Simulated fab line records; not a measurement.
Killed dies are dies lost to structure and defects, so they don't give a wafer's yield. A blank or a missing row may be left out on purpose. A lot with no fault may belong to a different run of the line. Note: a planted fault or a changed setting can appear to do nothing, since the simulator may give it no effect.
8D (eight disciplines) problem report, filled in by code + flow n5-finfet + the parts of the form that need people (team, actions taken, sign-off) are left out

1. PROBLEM STATEMENT
Wafers without a fault read 399.99 C, standard deviation 0.22; susceptor-temp-C at N5_BEOL_M2_PECVD_72 reads a mean of 393.42 C on 3 wafers belonging to 2 lots. That is -30 standard deviations from the usual mean.
The step: deposits SiO2 from TEOS/O2, target thk 16 nm, time 18 s.
Earliest sighting: wafer L453.4 on pecvd-01 at day 10 05:55. At this step, 12 wafers from 4 lots have a number in the record. The rule behind "out" and "out of limits": a value lying over 4 standard deviations away from the usual mean. All remaining wafers that have a number are taken as sound.

2. WHAT THIS IS AND IS NOT
| question                    | is                     | is not                                                                             |
|-----------------------------|------------------------|------------------------------------------------------------------------------------|
| which readings at this step | susceptor-temp-C       | heater-power-outer-w, heater-power-w, showerhead-plenum-p-Torr, throttle-valve-pct |
| which lots                  | L453, L457             | L441, L458                                                                         |
| which wafers of those lots  | L453.4, L457.2, L457.5 | L453.1, L453.6, L457.1                                                             |
| read on which tools         | pecvd-01               | pecvd-04                                                                           |
| when                        | from day 10 05:55      | up to then (5 sound wafers); but 4 sound wafers of L457, L458 came after           |

3. WHAT RULES OUT EACH SUSPECT
Counting: any tool at a process step up to the reading remains a suspect provided it ran every lot that is out. Sound lots after the first of them don't rule it out here, since some wafers of a struck lot are sound.
- pecvd-01 at N5_BEOL_M2_PECVD_72 (deposits SiO2 from TEOS/O2, target thk 16 nm, time 18 s): kept. Ran every lot that is out, first one L453 (day 10 05:55); last sound lot up to then L441 (day 7 05:54). Its own readings are out on those wafers: susceptor-temp-C.
- pecvd-01, N5_BEOL_M2_PECVD_72: wafers that are out in chamber 2, sound lot-mates in chambers 0, 1.
The count leaves pecvd-01 at N5_BEOL_M2_PECVD_72.

4. THE CAUSE (what the simulator had put in)
pecvd-01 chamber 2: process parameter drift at N5_BEOL_M2_PECVD_72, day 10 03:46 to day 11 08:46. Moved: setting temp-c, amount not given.
Counting left only this tool.

5. SEQUENCE OF EFFECTS, ordered by route
Each row: a reading whose mean over the struck wafers that have a number lies more than 3 standard deviations from the usual. Only readings for which the record gives a usual standard deviation are gone through. hours: the time from each lot's start at the first step in this table that gives one to its start at this step, as a median over the lots. sigmas: the change in usual standard deviations.
| hours | step                | reading          | usual    | on struck wafers | change | sigmas |
|-------|---------------------|------------------|----------|------------------|--------|--------|
| 0     | N5_BEOL_M2_PECVD_72 | susceptor-temp-C | 399.99 C | 393.42           | -6.57  | -30    |
It contains these process steps:
- N5_BEOL_M2_PECVD_72: deposits SiO2 from TEOS/O2, target thk 16 nm, time 18 s.
Later steps that measure or inspect, where all struck wafers having a row at the step show a number for every such reading and not one has moved that far: N5_BEOL_M4_RC_MEAS_101.

6. HOW IT WOULD HAVE BEEN CAUGHT EARLIER
The fault began at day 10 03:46; the first out-of-limits reading in this record came at day 10 05:55, 2 hours later.
